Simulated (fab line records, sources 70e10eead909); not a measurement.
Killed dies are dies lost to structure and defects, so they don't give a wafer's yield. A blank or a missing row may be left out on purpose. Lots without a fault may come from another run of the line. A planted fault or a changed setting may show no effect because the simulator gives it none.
Chamber matching | flow nand_harc | NHARC_P_M1_DEP_33 on pecvd-03: 3 sister chambers
The step deposits SiCN, target thk 30 nm. 24 wafers are shown with their chamber, then 12 later ones without.

WAFERS WITH THEIR CHAMBER
wafer  | chamber | heater_power_w (W)
L075.1 | 2       | 443
L075.4 | 0       | 520
L075.5 | 1       | 582
L078.1 | 2       | 483
L078.4 | 1       | 574
L078.6 | 2       | 495
L083.2 | 2       | 443
L083.3 | 0       | 583
L083.4 | 0       | 575
L085.2 | 0       | 580
L085.3 | 1       | 505
L085.6 | 2       | 472
L086.3 | 2       | 507
L086.4 | 1       | 569
L086.5 | 0       | 585
L087.2 | 0       | 570
L087.4 | 2       | 495
L087.5 | 0       | 575
L089.1 | 2       | 541
L089.2 | 1       | 520
L089.3 | 0       | 537
L088.1 | 2       | 459
L088.4 | 1       | 566
L088.5 | 0       | 503

SIGNATURES (means of the wafers above)
reading        | chamber 0 | chamber 1 | chamber 2 | scatter within a chamber
heater_power_w | 558.67    | 552.67    | 482.00    | 31.4
Rule: a wafer's distance from a chamber is the root of the sum, over the readings, of the square of ((its reading less the chamber's mean) divided by the reading's scatter). The wafer belongs to the nearest chamber; if the next one is less than 2 further off, it can't be placed. The scatter: the root of (the sum of the squares of (reading less its chamber's mean) over the shown wafers, divided by (wafers less chambers)).

WAFERS WITHOUT THEIR CHAMBER
wafer  | heater_power_w (W)
L090.1 | 595
L090.5 | 573
L090.6 | 484
L092.1 | 566
L092.3 | 458
L092.6 | 591
L093.3 | 574
L093.5 | 534
L093.6 | 533
L096.1 | 545
L096.2 | 444
L096.3 | 490

WHICH CHAMBER EACH WENT THROUGH
wafer  | from the rows above          | in truth
L090.1 | can't be placed: 0 or 1      | 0
L090.5 | can't be placed: 0 or 1      | 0
L090.6 | 2                            | 2
L092.1 | can't be placed: 0 or 1      | 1
L092.3 | 2                            | 2
L092.6 | can't be placed: 0 or 1      | 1
L093.3 | can't be placed: 0 or 1      | 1
L093.5 | can't be placed: 1 or 0 or 2 | 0
L093.6 | can't be placed: 1 or 0 or 2 | 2
L096.1 | can't be placed: 1 or 0 or 2 | 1
L096.2 | 2                            | 2
L096.3 | can't be placed: 2 or 1 or 0 | 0
Placed correctly: 3 of 12. Can't be placed from these rows: 9 (the true chamber is among the candidates in 9). Placed wrongly: 0.
